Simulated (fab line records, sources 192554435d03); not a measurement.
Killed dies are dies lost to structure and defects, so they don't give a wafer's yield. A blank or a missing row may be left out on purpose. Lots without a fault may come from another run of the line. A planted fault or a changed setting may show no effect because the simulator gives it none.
fab line records | flow n5_finfet
record lots=5 wafers=15 last_day=17
route steps=1938 shown BEOL_M2@910 BEOL_M3@931
lots that met no fault: from a run of the same line without faults
start_h: hours from the record's first day to the start of the lot's first wafer shown | wait_h: hours since the lot's step before | " the same as in the row above | L1.1+2: a row that stands for several wafers | - no value, or no start given | * or withheld: withheld | < > ~ a bound
route shown NAME@n: a module of which the file shows steps, and the number in the route of the first | usual: mean/standard deviation of fault-free wafers | same: alike in all rows | chamber/n: place in a boat | sites: the reading at each site | _std_site: their standard deviation | _edge_site: outer sites' mean less inner sites' | radius_mm: how far each site lies from the wafer's centre | mask NAME#n: copy n | behind: the tool/chamber that last shaped the wafer | hold: why the lot was held/for how many hours/how that ended | device: the transistor (n, p or np) that didn't switch | end of line: the same wafers' tests at the end of the route | a step without rows: its recipe alone | killed: dies lost to structure and defects at the first sort, not the wafer's yield | map: a wafer's dies, x killed, . not, _ none there
set.NAME: the setting as run; set.NAME@STEP: as run at that earlier step | model.NAME: the simulator's own value behind a step, which no gauge read
lots at some steps of the route; a table a step, a row a wafer
services: from which hour (start_h, from the record's first day; less than 0 if before it) a tool's chamber was out of use, for how many hours, and why
## steps
# step N5_BEOL_M2_SPUTTER_86
# recipe material=Cu target_thk_a=45 temp_c=-20 chamber_pressure_pa=0.07 power_w=withheld time_s=8.29
# usual chamber_pressure_pa=0.07/0.00014 throttle_valve_pct=30.2/0.65
# columns lot.wafer tool chamber start_h wait_h chamber_pressure_pa throttle_valve_pct
L077.4 pvd_sputter-01 - 160.78 0.0 0.0699 30.1
L077.5 " - " " 0.06989 29.6
L077.6 " - " " 0.07005 29.6
L084.1 pvd_sputter-02 - 205.50 0.1 0.06991 30.1
L084.2 " - " " 0.07026 30.3
L084.4 " - " " 0.0699 29.9
L090.4 pvd_sputter-03 - 238.04 0.1 0.07005 29.6
L090.5 " - " " 0.06985 30.2
L090.6 " - " " 0.06994 31.8
L091.1 pvd_sputter-01 - 239.35 0.1 0.07014 29.8
L091.3 " - " " 0.06993 29.8
L091.6 " - " " 0.07011 30.2
L097.1 pvd_sputter-02 - 279.77 0.1 0.06975 30.3
L097.4 " - " " 0.07 30.0
L097.5 " - " " 0.06991 29.9
# step N5_BEOL_M2_ANNEAL_87
# recipe temp_c=400 time_s=240 ambient=vacuum
# usual heater_power_w=833/100
# columns lot.wafer tool chamber start_h wait_h heater_power_w
L077.4 pvd_sputter-01 - 160.89 0.1 804
L077.5 " - " " 728
L077.6 " - " " 810
L084.1 pvd_sputter-02 - 205.58 0.0 693
L084.2 " - " " 991
L084.4 " - " " 798
L090.4 pvd_sputter-03 - 238.12 0.0 939
L090.5 " - " " 814
L090.6 " - " " 690
L091.1 pvd_sputter-01 - 239.43 0.0 823
L091.3 " - " " 713
L091.6 " - " " 789
L097.1 pvd_sputter-02 - 279.85 0.0 697
L097.4 " - " " 803
L097.5 " - " " 809
# step N5_BEOL_M2_SPUTTER_88
# recipe material=Cu target_thk_a=45 temp_c=-20 chamber_pressure_pa=0.07 power_w=withheld time_s=8.29
# usual chamber_pressure_pa=0.07001/0.00015 throttle_valve_pct=30.2/0.68
# columns lot.wafer tool chamber start_h wait_h chamber_pressure_pa throttle_valve_pct
L077.4 pvd_sputter-01 - 161.00 0.0 0.06989 30.4
L077.5 " - " " 0.07014 29.9
L077.6 " - " " 0.07 29.6
L084.1 pvd_sputter-02 - 205.72 0.1 0.06986 30.4
L084.2 " - " " 0.07016 30.2
L084.4 " - " " 0.07018 30.0
L090.4 pvd_sputter-03 - 238.26 0.1 0.0701 29.6
L090.5 " - " " 0.06983 30.3
L090.6 " - " " 0.07025 31.4
L091.1 pvd_sputter-01 - 239.57 0.1 0.07012 29.8
L091.3 " - " " 0.07017 29.7
L091.6 " - " " 0.07023 30.2
L097.1 pvd_sputter-02 - 279.99 0.1 0.07014 30.3
L097.4 " - " " 0.07006 29.9
L097.5 " - " " 0.0702 29.9
# step N5_BEOL_M2_ANNEAL_89
# recipe temp_c=400 time_s=240 ambient=vacuum
# usual heater_power_w=830/100
# columns lot.wafer tool chamber start_h wait_h heater_power_w
L077.4 pvd_sputter-01 - 161.11 0.1 786
L077.5 " - " " 725
L077.6 " - " " 790
L084.1 pvd_sputter-02 - 205.80 0.0 704
L084.2 " - " " 972
L084.4 " - " " 810
L090.4 pvd_sputter-03 - 238.34 0.0 900
L090.5 " - " " 812
L090.6 " - " " 669
L091.1 pvd_sputter-01 - 239.65 0.0 812
L091.3 " - " " 721
L091.6 " - " " 783
L097.1 pvd_sputter-02 - 280.07 0.0 702
L097.4 " - " " 801
L097.5 " - " " 790
# step N5_BEOL_M2_SPUTTER_90
# recipe material=Cu target_thk_a=45 temp_c=-20 chamber_pressure_pa=0.07 power_w=withheld time_s=8.29
# usual chamber_pressure_pa=0.07002/0.00015 throttle_valve_pct=30.1/0.68
# columns lot.wafer tool chamber start_h wait_h chamber_pressure_pa throttle_valve_pct
L077.4 pvd_sputter-01 - 161.22 0.0 0.06986 30.2
L077.5 " - " " 0.06988 29.6
L077.6 " - " " 0.06978 29.9
L084.1 pvd_sputter-02 - 205.94 0.1 0.07008 30.2
L084.2 " - " " 0.07011 30.2
L084.4 " - " " 0.07017 29.9
L090.4 pvd_sputter-03 - 238.48 0.1 0.07009 29.7
L090.5 " - " " 0.07 30.2
L090.6 " - " " 0.07017 31.7
L091.1 pvd_sputter-01 - 239.79 0.1 0.06997 29.5
L091.3 " - " " 0.07023 29.8
L091.6 " - " " 0.06995 30.1
L097.1 pvd_sputter-02 - 280.21 0.1 0.06997 30.4
L097.4 " - " " 0.07039 29.9
L097.5 " - " " 0.06988 29.8
# step N5_BEOL_M2_ANNEAL_91
# recipe temp_c=400 time_s=240 ambient=vacuum
# usual heater_power_w=829/110
# columns lot.wafer tool chamber start_h wait_h heater_power_w
L077.4 pvd_sputter-01 - 161.33 0.1 820
L077.5 " - " " 702
L077.6 " - " " 799
L084.1 pvd_sputter-02 - 206.02 0.0 694
L084.2 " - " " 960
L084.4 " - " " 811
L090.4 pvd_sputter-03 - 238.56 0.0 917
L090.5 " - " " 798
L090.6 " - " " 677
L091.1 pvd_sputter-01 - 239.87 0.0 800
L091.3 " - " " 706
L091.6 " - " " 778
L097.1 pvd_sputter-02 - 280.29 0.0 685
L097.4 " - " " 792
L097.5 " - " " 793
# step N5_BEOL_M2_SPUTTER_92
# recipe material=Cu target_thk_a=45 temp_c=-20 chamber_pressure_pa=0.07 power_w=withheld time_s=8.29
# usual chamber_pressure_pa=0.07/0.00014 throttle_valve_pct=30.2/0.66
# columns lot.wafer tool chamber start_h wait_h chamber_pressure_pa throttle_valve_pct
L077.4 pvd_sputter-01 - 161.44 0.0 0.0698 29.9
L077.5 " - " " 0.07006 29.5
L077.6 " - " " 0.0699 29.6
L084.1 pvd_sputter-02 - 206.16 0.1 0.07011 30.4
L084.2 " - " " 0.0702 30.3
L084.4 " - " " 0.07005 29.6
L090.4 pvd_sputter-03 - 238.70 0.1 0.06992 29.4
L090.5 " - " " 0.07016 30.1
L090.6 " - " " 0.07007 31.4
L091.1 pvd_sputter-01 - 240.01 0.1 0.07003 29.7
L091.3 " - " " 0.07017 29.7
L091.6 " - " " 0.07003 30.2
L097.1 pvd_sputter-02 - 280.43 0.1 0.06987 30.2
L097.4 " - " " 0.07002 30.0
L097.5 " - " " 0.07 30.3
# step N5_BEOL_M2_ANNEAL_93
# recipe temp_c=400 time_s=240 ambient=vacuum
# usual heater_power_w=831/100
# columns lot.wafer tool chamber start_h wait_h heater_power_w
L077.4 pvd_sputter-01 - 161.55 0.1 824
L077.5 " - " " 711
L077.6 " - " " 812
L084.1 pvd_sputter-02 - 206.24 0.0 710
L084.2 " - " " 982
L084.4 " - " " 804
L090.4 pvd_sputter-03 - 238.78 0.0 925
L090.5 " - " " 806
L090.6 " - " " 686
L091.1 pvd_sputter-01 - 240.09 0.0 823
L091.3 " - " " 725
L091.6 " - " " 783
L097.1 pvd_sputter-02 - 280.51 0.0 692
L097.4 " - " " 812
L097.5 " - " " 824
# step N5_BEOL_M2_SPUTTER_94
# recipe material=Cu target_thk_a=45 temp_c=-20 chamber_pressure_pa=0.07 power_w=withheld time_s=8.29
# usual chamber_pressure_pa=0.07/0.00014 throttle_valve_pct=30.2/0.67
# columns lot.wafer tool chamber start_h wait_h chamber_pressure_pa throttle_valve_pct
L077.4 pvd_sputter-01 - 161.66 0.0 0.06994 30.5
L077.5 " - " " 0.07017 29.6
L077.6 " - " " 0.07013 29.6
L084.1 pvd_sputter-02 - 206.39 0.1 0.07003 30.1
L084.2 " - " " 0.06993 30.3
L084.4 " - " " 0.06994 29.8
L090.4 pvd_sputter-03 - 238.92 0.1 0.07012 29.7
L090.5 " - " " 0.06996 30.2
L090.6 " - " " 0.06995 31.7
L091.1 pvd_sputter-01 - 240.23 0.1 0.07013 29.7
L091.3 " - " " 0.07004 29.8
L091.6 " - " " 0.07006 30.3
L097.1 pvd_sputter-02 - 280.65 0.1 0.06996 30.4
L097.4 " - " " 0.07021 29.7
L097.5 " - " " 0.07015 29.9
# step N5_BEOL_M2_ANNEAL_95
# recipe temp_c=400 time_s=240 ambient=vacuum
# usual heater_power_w=829/100
# columns lot.wafer tool chamber start_h wait_h heater_power_w
L077.4 pvd_sputter-01 - 161.77 0.1 786
L077.5 " - " " 713
L077.6 " - " " 788
L084.1 pvd_sputter-02 - 206.48 0.0 701
L084.2 " - " " 971
L084.4 " - " " 803
L090.4 pvd_sputter-03 - 239.00 0.0 926
L090.5 " - " " 793
L090.6 " - " " 671
L091.1 pvd_sputter-01 - 240.31 0.0 811
L091.3 " - " " 723
L091.6 " - " " 801
L097.1 pvd_sputter-02 - 280.73 0.0 706
L097.4 " - " " 793
L097.5 " - " " 778
# step N5_BEOL_M2_SPUTTER_96
# recipe material=Cu target_thk_a=45 temp_c=-20 chamber_pressure_pa=0.07 power_w=withheld time_s=8.29
# usual chamber_pressure_pa=0.06998/0.00015 throttle_valve_pct=30.2/0.66
# columns lot.wafer tool chamber start_h wait_h chamber_pressure_pa throttle_valve_pct
L077.4 pvd_sputter-01 - 161.88 0.0 0.06995 30.1
L077.5 " - " " 0.06994 29.9
L077.6 " - " " 0.07008 29.6
L084.1 pvd_sputter-02 - 206.63 0.1 0.07026 30.2
L084.2 " - " " 0.06994 30.2
L084.4 " - " " 0.07 30.0
L090.4 pvd_sputter-03 - 239.14 0.1 0.07008 29.5
L090.5 " - " " 0.07009 30.4
L090.6 " - " " 0.07002 31.9
L091.1 pvd_sputter-01 - 240.45 0.1 0.07014 29.5
L091.3 " - " " 0.07 29.7
L091.6 " - " " 0.06989 30.3
L097.1 pvd_sputter-02 - 280.87 0.1 0.07004 30.1
L097.4 " - " " 0.0699 29.7
L097.5 " - " " 0.06997 29.9
# step N5_BEOL_M2_ECD_50
# recipe material=Cu target_thk_a=3000
# columns lot.wafer tool chamber start_h wait_h
L077.4+5+6 ecd_cu-01 1,1,0 161.98 0.1
L084.1+2+4 ecd_cu-01 0,1,0 206.75 0.1
L090.4+5+6 ecd_cu-01 0,0,1 239.28 0.1
L091.1+3+6 ecd_cu-01 0 240.56 0.1
L097.1+4+5 ecd_cu-02 0,1,1 280.98 0.1
# step N5_BEOL_M2_ANNEAL_51
# recipe temp_c=225 time_s=90 ambient=N2
# usual wafer_temp_C_max=225.71/0.22
# columns lot.wafer tool chamber start_h wait_h wafer_temp_C_max
L077.4 rtp_anneal-02 0 162.17 0.2 226.00
L077.5 " 0 " " 226.00
L077.6 " 0 " " 225.95
L084.1 rtp_anneal-02 0 206.83 0.1 225.72
L084.2 " 0 " " 225.55
L084.4 " 0 " " 225.65
L090.4 rtp_anneal-01 0 239.47 0.2 225.54
L090.5 " 0 " " 225.67
L090.6 " 0 " " 225.83
L091.1 rtp_anneal-02 0 240.64 0.1 225.43
L091.3 " 0 " " 225.36
L091.6 " 0 " " 225.66
L097.1 rtp_anneal-01 0 281.06 0.1 225.33
L097.4 " 0 " " 225.71
L097.5 " 0 " " 225.58
# step N5_BEOL_M2_CMP_52
# recipe stop_on=SiOC t_overpolish_s=6.8 down_force_psi=1 platen_rpm=50 clearing_platen_down_force_psi=1.5 clearing_platen_rpm=50 post_cmp_clean=cu_alkaline target_thk_nm=40 clearing_platen_pad_velocity_m_s=0.99484 pad_velocity_m_s=0.99484
# usual barrier_field_endpoint_s=24.7/0.57 clearing_platen_rpm=50.002/0.028 motor_current_A=6.1/0.79 overpolish_run_s=6.801/0.0096 time_to_endpoint_s=62.8/2.7
# columns lot.wafer tool chamber start_h wait_h barrier_field_endpoint_s clearing_platen_rpm motor_current_A overpolish_run_s time_to_endpoint_s
L077.4 cmp-04 1 162.46 0.2 25.3 49.966 6.8 6.813 63.2
L077.6 " 2 " " 24.7 50.040 6.6 6.787 62.0
L077.5 " 3 " " 25.5 50.037 4.8 6.796 65.6
L084.1 cmp-04 3 207.17 0.3 25.1 49.982 4.7 6.809 64.9
L084.4 " 0 " " 25.7 50.025 5.6 6.802 64.1
L084.2 " 1 " " 24.4 50.007 6.9 6.781 62.0
L090.4 cmp-01 1 239.75 0.2 24.0 49.975 6.7 6.815 61.9
L090.5 " 3 " " 25.1 50.008 6.5 6.800 67.4
L090.6 " 0 " " 24.6 50.023 4.9 6.803 63.6
L091.1 cmp-03 1 240.99 0.3 24.3 49.995 5.8 6.797 63.3
L091.3 " 2 " " 24.6 50.023 6.8 6.805 63.7
L091.6 " 2 " " 24.2 50.010 7.0 6.801 65.4
L097.4 cmp-04 3 281.36 0.1 25.1 49.967 4.6 6.806 62.4
L097.1 " 1 " " 24.3 50.042 6.5 6.814 58.5
L097.5 " 0 " " 25.2 49.975 5.5 6.803 66.0
# step N5_BEOL_M2_THK_MEAS_53
# recipe thk_meas_gauge=xrf reads=Cu_of_BEOL_M2_ECD_50
# usual M2_THK=39.8/1.5
# columns lot.wafer tool chamber start_h wait_h M2_THK[nm]
L077.4 film_metro-01 - 162.65 - 40.8
L077.5 " - " " 38.7
L077.6 " - " " 40.4
L084.1 film_metro-02 - 207.42 - 39.6
L084.2 " - " " 39.1
L084.4 " - " " 40.9
L090.4 film_metro-02 - 239.97 - 38.4
L090.5 " - " " 43.1
L090.6 " - " " 38.7
L091.1 film_metro-02 - 241.28 - 42.0
L091.3 " - " " 41.6
L091.6 " - " " 41.0
L097.1 film_metro-01 - 281.65 - 39.9
L097.4 " - " " 39.2
L097.5 " - " " 39.4
# step N5_BEOL_M2_PRE_CLEAN_60
# recipe gas=NH3/H2 time_s=15 temp_c=* rf_power_w=300
# usual heater_power_outer_w=16/9 heater_power_w=78/18
# columns lot.wafer tool chamber start_h wait_h heater_power_outer_w heater_power_w
L077.4 cvd_co-02 2 162.70 0.1 33 102
L077.5 " 0 " " 10 95
L077.6 " 1 " " 10 57
L084.1 cvd_co-02 0 207.46 0.0 10 93
L084.2 " 2 " " 32 104
L084.4 " 0 " " 10 95
L090.4 cvd_co-01 1 240.03 0.1 19 74
L090.5 " 0 " " 7 55
L090.6 " 2 " " 19 83
L091.1 cvd_co-01 0 241.40 0.1 7 56
L091.3 " 2 " " 19 82
L091.6 " 1 " " 20 72
L097.1 cvd_co-02 1 281.69 0.0 10 61
L097.4 " 1 " " 10 58
L097.5 " 2 " " 32 104
# step N5_BEOL_M2_CO_CAP_55
# recipe material=Co target_thk_a=20 temp_c=200 precursor=CCTBA/H2 pressure_torr=30 time_s=102.1
# usual heater_power_outer_w=117/11 heater_power_w=227/23
# columns lot.wafer tool chamber start_h wait_h heater_power_outer_w heater_power_w
L077.4 cvd_co-02 2 162.76 0.0 136 260
L077.5 " 0 " " 109 248
L077.6 " 1 " " 109 203
L084.1 cvd_co-02 0 207.50 0.0 112 246
L084.2 " 2 " " 138 255
L084.4 " 0 " " 107 249
L090.4 cvd_co-01 1 240.08 0.0 124 224
L090.5 " 0 " " 105 195
L090.6 " 2 " " 119 225
L091.1 cvd_co-01 0 241.44 0.0 106 202
L091.3 " 2 " " 123 239
L091.6 " 1 " " 126 216
L097.1 cvd_co-02 1 281.73 0.0 109 198
L097.4 " 1 " " 107 198
L097.5 " 2 " " 139 266
# step N5_BEOL_M2_PRE_CLEAN_56
# recipe gas=NH3 time_s=15 temp_c=withheld rf_power_w=300
# columns lot.wafer tool chamber start_h wait_h
L077.4+5+6 pecvd-02 0,2,1 162.83 0.0
L084.1+2+4 pecvd-02 2,1,1 207.59 0.1
L090.4+5+6 pecvd-01 2,0,1 240.15 0.0
L091.1+3+6 pecvd-02 0,2,0 241.54 0.1
L097.1+4+5 pecvd-02 0,2,1 281.82 0.1
# step N5_BEOL_M2_DEP_57
# recipe material=SiCN target_thk_a=80 temp_c=withheld precursor=3MS/NH3 pressure_torr=3 rf_w=202 time_s=14
# usual showerhead_plenum_p_Torr=3.656/0.014 throttle_valve_pct=9.1/0.47
# columns lot.wafer tool chamber start_h wait_h showerhead_plenum_p_Torr throttle_valve_pct
L077.4 pecvd-02 0 162.86 0.0 3.671 8.8
L077.5 " 2 " " 3.649 8.6
L077.6 " 1 " " 3.640 9.8
L084.1 pecvd-02 2 207.62 0.0 3.636 8.6
L084.2 " 1 " " 3.633 10.0
L084.4 " 1 " " 3.626 9.9
L090.4 pecvd-01 2 240.18 0.0 3.644 9.0
L090.5 " 0 " " 3.668 9.9
L090.6 " 1 " " 3.650 9.1
L091.1 pecvd-02 0 241.56 0.0 3.672 8.7
L091.3 " 2 " " 3.648 8.9
L091.6 " 0 " " 3.666 8.6
L097.1 pecvd-02 0 281.85 0.0 3.675 8.7
L097.4 " 2 " " 3.650 8.7
L097.5 " 1 " " 3.636 9.8
# step N5_BEOL_M2_RS_MEAS_58
# recipe thk_meas_gauge=four-point-probe reads=Co_of_BEOL_M2_CO_CAP_55+Cu_of_BEOL_M2_ECD_50+Co_of_BEOL_M2_CVD_47+TaN_of_BEOL_M2_ALD_84
# usual M2_RS=0.67/0.032
# columns lot.wafer tool chamber start_h wait_h M2_RS[ohm/sq]
L077.4 film_metro-01 - 162.91 0.0 0.65
L077.5 " - " " 0.69
L077.6 " - " " 0.65
L084.1 film_metro-02 - 207.69 0.0 0.67
L084.2 " - " " 0.69
L084.4 " - " " 0.64
L090.4 film_metro-01 - 240.24 0.0 0.70
L090.5 " - " " 0.61
L090.6 " - " " 0.69
L091.1 film_metro-01 - 241.63 0.0 0.64
L091.3 " - " " 0.65
L091.6 " - " " 0.66
L097.1 film_metro-02 - 281.91 0.0 0.66
L097.4 " - " " 0.68
L097.5 " - " " 0.67
# step N5_BEOL_M2_INSPECT_59
# recipe inspect_instrument=darkfield mode=post_dep
# usual raw_defect_count=69/24
# columns lot.wafer tool chamber start_h wait_h raw_defect_count
L077.4 defect_inspect-02 - 162.93 0.0 79
L077.5 " - " " 49
L077.6 " - " " 110
L084.1 defect_inspect-01 - 207.71 0.0 86
L084.2 " - " " 34
L084.4 " - " " 74
L090.4 defect_inspect-02 - 240.26 0.0 94
L090.5 " - " " 80
L090.6 " - " " 100
L091.1 defect_inspect-02 - 241.65 0.0 93
L091.3 " - " " 99
L091.6 " - " " 75
L097.1 defect_inspect-02 - 281.94 0.0 122
L097.4 " - " " 82
L097.5 " - " " 79
# step N5_BEOL_M3_ILD_DEP_00
# recipe material=SiOC target_thk_a=790 temp_c=350 precursor=DEMS/O2 pressure_torr=5 rf_w=500 time_s=15.3
# usual heater_power_outer_w=253/40 heater_power_w=483/68 showerhead_plenum_p_Torr=5.693/0.014 throttle_valve_pct=12.0/0.55
# columns lot.wafer tool chamber start_h wait_h heater_power_outer_w heater_power_w showerhead_plenum_p_Torr throttle_valve_pct
L077.4 pecvd-04 0 162.99 0.1 224 474 5.694 11.7
L077.5 " 2 " " 266 549 5.694 11.3
L077.6 " 1 " " 304 519 5.706 12.1
L084.1 pecvd-01 2 207.75 0.0 232 446 5.676 11.8
L084.2 " 0 " " 221 421 5.713 12.7
L084.4 " 2 " " 230 447 5.686 11.6
L090.4 pecvd-01 1 240.31 0.1 190 322 5.678 11.8
L090.5 " 2 " " 223 436 5.696 11.9
L090.6 " 0 " " 217 408 5.692 13.1
L091.1 pecvd-04 1 241.69 0.0 293 521 5.685 11.8
L091.3 " 0 " " 207 442 5.672 12.2
L091.6 " 0 " " 206 464 5.672 11.9
L097.1 pecvd-04 2 281.98 0.0 309 583 5.692 10.6
L097.4 " 1 " " 307 543 5.710 11.8
L097.5 " 2 " " 293 605 5.679 10.9
# step N5_BEOL_M3_THK_MEAS_01
# recipe reads=SiOC_of_BEOL_M3_ILD_DEP_00
# usual M3_ILD_THK=78.7/1.1
# columns lot.wafer tool chamber start_h wait_h M3_ILD_THK[nm]
L077.4 film_metro-02 - 163.04 0.0 78.3
L077.5 " - " " 78.4
L077.6 " - " " 77.7
L084.1 film_metro-02 - 208.09 0.3 78.4
L084.2 " - " " 78.7
L084.4 " - " " 80.5
L090.4 film_metro-01 - 240.36 0.0 79.3
L090.5 " - " " 80.9
L090.6 " - " " 80.8
L091.1 film_metro-02 - 241.76 0.0 76.3
L091.3 " - " " 77.8
L091.6 " - " " 77.8
L097.1 film_metro-02 - 282.04 0.0 77.6
L097.4 " - " " 78.1
L097.5 " - " " 79.1
# step N5_BEOL_M3_PECVD_72
# recipe material=SiO2 target_thk_a=160 temp_c=400 precursor=TEOS/O2 pressure_torr=5.5 rf_w=450 teos_flow_sccm=53.8 gas=O2 flow_sccm=3000 time_s=18
# usual heater_power_outer_w=413/56 heater_power_w=711/88 showerhead_plenum_p_Torr=8.77/0.053 throttle_valve_pct=22.5/1
# columns lot.wafer tool chamber start_h wait_h heater_power_outer_w heater_power_w showerhead_plenum_p_Torr throttle_valve_pct
L077.4 pecvd-01 1 163.09 0.1 393 572 8.74 22.4
L077.5 " 2 " " 369 656 8.73 22.3
L077.6 " 0 " " 333 599 8.75 23.9
L084.1 pecvd-03 2 208.14 0.0 415 741 8.75 21.1
L084.2 " 0 " " 444 730 8.74 23.1
L084.4 " 1 " " 393 707 8.90 23.6
L090.4 pecvd-03 2 240.43 0.1 490 825 8.78 21.3
L090.5 " 1 " " 445 770 8.87 23.5
L090.6 " 0 " " 459 731 8.75 23.6
L091.1 pecvd-01 1 241.79 0.0 394 585 8.74 22.5
L091.3 " 0 " " 391 665 8.78 24.4
L091.6 " 0 " " 392 687 8.77 23.9
L097.1 pecvd-01 2 282.08 0.0 331 608 8.71 22.4
L097.4 " 1 " " 407 575 8.73 22.2
L097.5 " 0 " " 362 636 8.76 24.3
# step N5_BEOL_M3_HM_DEP_02
# recipe material=TiN target_thk_a=200 temp_c=25 chamber_pressure_pa=0.49996
# usual chamber_pressure_pa=0.4999/0.00096 throttle_valve_pct=30.2/0.66
# columns lot.wafer tool chamber start_h wait_h chamber_pressure_pa throttle_valve_pct
L077.4 pvd_sputter-01 - 163.41 0.3 0.4993 29.4
L077.5 " - " " 0.5009 30.4
L077.6 " - " " 0.4983 29.7
L084.1 pvd_sputter-01 - 208.33 0.2 0.5009 29.9
L084.2 " - " " 0.5002 29.7
L084.4 " - " " 0.4982 30.4
L090.4 pvd_sputter-02 - 240.83 0.4 0.4997 30.0
L090.5 " - " " 0.4974 30.4
L090.6 " - " " 0.5010 31.6
L091.1 pvd_sputter-01 - 245.41 3.6 0.5004 29.9
L091.3 " - " " 0.5009 30.1
L091.6 " - " " 0.5010 30.0
L097.1 pvd_sputter-03 - 282.46 0.4 0.4999 29.5
L097.4 " - " " 0.5000 30.1
L097.5 " - " " 0.5010 31.5
# step N5_BEOL_M3_COAT_61
# recipe resist=SOC temp_c=250 time_s=60 spin_rpm=1500 resist_thk_nm=60
# usual dispense_pressure_kPa=49.2/2.6
# columns lot.wafer tool chamber start_h wait_h dispense_pressure_kPa
L077.4 litho_track-01 0 163.49 0.0 53.5
L077.5 " 0 " " 53.5
L077.6 " 0 " " 53.5
L084.1 litho_track-04 0 208.45 0.1 46.5
L084.2 " 0 " " 46.4
L084.4 " 0 " " 46.5
L090.4 litho_track-04 0 240.95 0.1 46.5
L090.5 " 0 " " 46.4
L090.6 " 0 " " 46.5
L091.1 litho_track-03 0 245.53 0.1 48.6
L091.3 " 0 " " 48.6
L091.6 " 0 " " 48.6
L097.1 litho_track-01 0 282.58 0.1 53.5
L097.4 " 0 " " 53.4
L097.5 " 0 " " 53.5
# step N5_BEOL_M3_COAT_62
# recipe resist=SiARC temp_c=220 time_s=60 spin_rpm=1500 resist_thk_nm=12
# usual dispense_pressure_kPa=49.1/2.6
# columns lot.wafer tool chamber start_h wait_h dispense_pressure_kPa
L077.4 litho_track-01 0 - - 53.5
L077.5 " 0 " " 53.5
L077.6 " 0 " " 53.4
L084.1 litho_track-04 0 - - 46.4
L084.2 " 0 " " 46.4
L084.4 " 0 " " 46.4
L090.4 litho_track-04 0 - - 46.4
L090.5 " 0 " " 46.4
L090.6 " 0 " " 46.4
L091.1 litho_track-03 0 - - 48.6
L091.3 " 0 " " 48.6
L091.6 " 0 " " 48.5
L097.1 litho_track-01 0 - - 53.3
L097.4 " 0 " " 53.4
L097.5 " 0 " " 53.4
# step N5_BEOL_M3_COAT_73
# recipe resist=underlayer temp_c=205 time_s=60 spin_rpm=1500 resist_thk_nm=5
# usual dispense_pressure_kPa=49.2/2.6
# columns lot.wafer tool chamber start_h wait_h dispense_pressure_kPa
L077.4 litho_track-01 0 - - 53.5
L077.5 " 0 " " 53.5
L077.6 " 0 " " 53.5
L084.1 litho_track-04 0 - - 46.5
L084.2 " 0 " " 46.4
L084.4 " 0 " " 46.4
L090.4 litho_track-04 0 - - 46.4
L090.5 " 0 " " 46.5
L090.6 " 0 " " 46.4
L091.1 litho_track-03 0 - - 48.6
L091.3 " 0 " " 48.6
L091.6 " 0 " " 48.6
L097.1 litho_track-01 0 - - 53.4
L097.4 " 0 " " 53.5
L097.5 " 0 " " 53.5
# step N5_BEOL_M3_COAT_05
# recipe resist=CAR-EUV spin_rpm=1500 resist_thk_nm=30
# usual dispense_pressure_kPa=49.2/2.6
# columns lot.wafer tool chamber start_h wait_h dispense_pressure_kPa
L077.4 litho_track-01 0 - - 53.5
L077.5 " 0 " " 53.5
L077.6 " 0 " " 53.5
L084.1 litho_track-04 0 - - 46.4
L084.2 " 0 " " 46.4
L084.4 " 0 " " 46.4
L090.4 litho_track-04 0 - - 46.4
L090.5 " 0 " " 46.4
L090.6 " 0 " " 46.4
L091.1 litho_track-03 0 - - 48.6
L091.3 " 0 " " 48.6
L091.6 " 0 " " 48.6
L097.1 litho_track-01 0 - - 53.5
L097.4 " 0 " " 53.5
L097.5 " 0 " " 53.5
# step N5_BEOL_M3_EBR_07
# recipe solvent=PGMEA ebr_width_mm=1.5
# columns lot.wafer tool chamber start_h wait_h
L077.4+5+6 litho_track-01 0 - -
L084.1+2+4 litho_track-04 0 - -
L090.4+5+6 litho_track-04 0 - -
L091.1+3+6 litho_track-03 0 - -
L097.1+4+5 litho_track-01 0 - -
# step N5_BEOL_M3_SOFTBAKE_06
# recipe temp_c=110 time_s=60 resist=CAR-EUV
# columns lot.wafer tool chamber start_h wait_h
L077.4+5+6 litho_track-01 0 - -
L084.1+2+4 litho_track-04 0 - -
L090.4+5+6 litho_track-04 0 - -
L091.1+3+6 litho_track-03 0 - -
L097.1+4+5 litho_track-01 0 - -
# step N5_BEOL_M3_EXPOSE_08
# recipe mask_id=M3 na=0.33 source_shape=dipole sigma_inner=0.369 sigma_outer=0.767 polarization=unpolarized dose_mj=33
# usual reticle_temp_C=23.02/0.12
# columns lot.wafer tool chamber start_h wait_h mask reticle_temp_C
L077.4 euv_scanner-02 0 163.77 - M3#0 22.86
L077.5 " 0 " " M3#0 23.02
L077.6 " 0 " " M3#0 23.02
L084.1 euv_scanner-01 0 208.74 - M3#0 23.09
L084.2 " 0 " " M3#0 22.84
L084.4 " 0 " " M3#0 23.19
L090.4 euv_scanner-02 0 241.11 - M3#0 22.76
L090.5 " 0 " " M3#0 22.92
L090.6 " 0 " " M3#0 22.95
L091.1 euv_scanner-02 0 245.67 - M3#0 23.11
L091.3 " 0 " " M3#0 22.85
L091.6 " 0 " " M3#0 23.08
L097.1 euv_scanner-01 0 282.72 - M3#0 23.02
L097.4 " 0 " " M3#0 23.14
L097.5 " 0 " " M3#0 23.16
# step N5_BEOL_M3_PEB_09
# recipe peb_temp_c=100 peb_time_s=60 resist=CAR-EUV
# same peb_time_s=60
# columns lot.wafer tool chamber start_h wait_h
L077.4+5+6 litho_track-03 0 163.81 0.0
L084.1+2+4 litho_track-03 0 208.80 0.1
L090.4+5+6 litho_track-03 0 241.15 0.0
L091.1+3+6 litho_track-01 0 245.73 0.1
L097.1+4+5 litho_track-04 0 282.78 0.1
# step N5_BEOL_M3_DEVELOP_10
# recipe develop_time_s=30 developer=TMAH resist=CAR-EUV rinse_liquid=surfactant_rinse dry=air_spin dev_temp_c=23
# columns lot.wafer tool chamber start_h wait_h
L077.4+5+6 litho_track-03 0 - -
L084.1+2+4 litho_track-03 0 - -
L090.4+5+6 litho_track-03 0 - -
L091.1+3+6 litho_track-01 0 - -
L097.1+4+5 litho_track-04 0 - -
## services
# columns tool chamber start_h hours kind
euv_scanner-02 - 137.16 1.0 pm
pvd_sputter-03 - 149.66 0.9 repair
cvd_co-01 1 151.35 13.2 repair
cmp-04 - 159.73 1.9 repair
euv_scanner-01 - 167.80 1.0 pm
cvd_co-02 1 181.35 6.2 repair
pecvd-03 1 181.93 7.5 repair
cvd_co-02 - 186.63 0.6 repair
euv_scanner-02 - 193.31 1.0 pm
euv_scanner-01 - 194.71 5.8 pm
euv_scanner-02 - 205.09 4.6 pm
cvd_co-01 1 207.09 17.2 repair
ecd_cu-01 - 219.68 0.6 repair
euv_scanner-01 - 223.95 1.0 pm
pecvd-02 - 226.68 1.2 repair
rtp_anneal-02 - 226.70 4.6 pm
pecvd-04 - 229.27 2.6 repair
ecd_cu-01 - 231.28 7.0 pm
cmp-04 - 233.51 0.4 repair
cmp-04 - 239.57 4.0 pm
euv_scanner-02 - 249.46 1.0 pm
pecvd-04 1 255.80 14.1 repair
pvd_sputter-01 - 265.37 5.6 repair
cmp-04 - 265.77 0.9 repair
## key
fault none
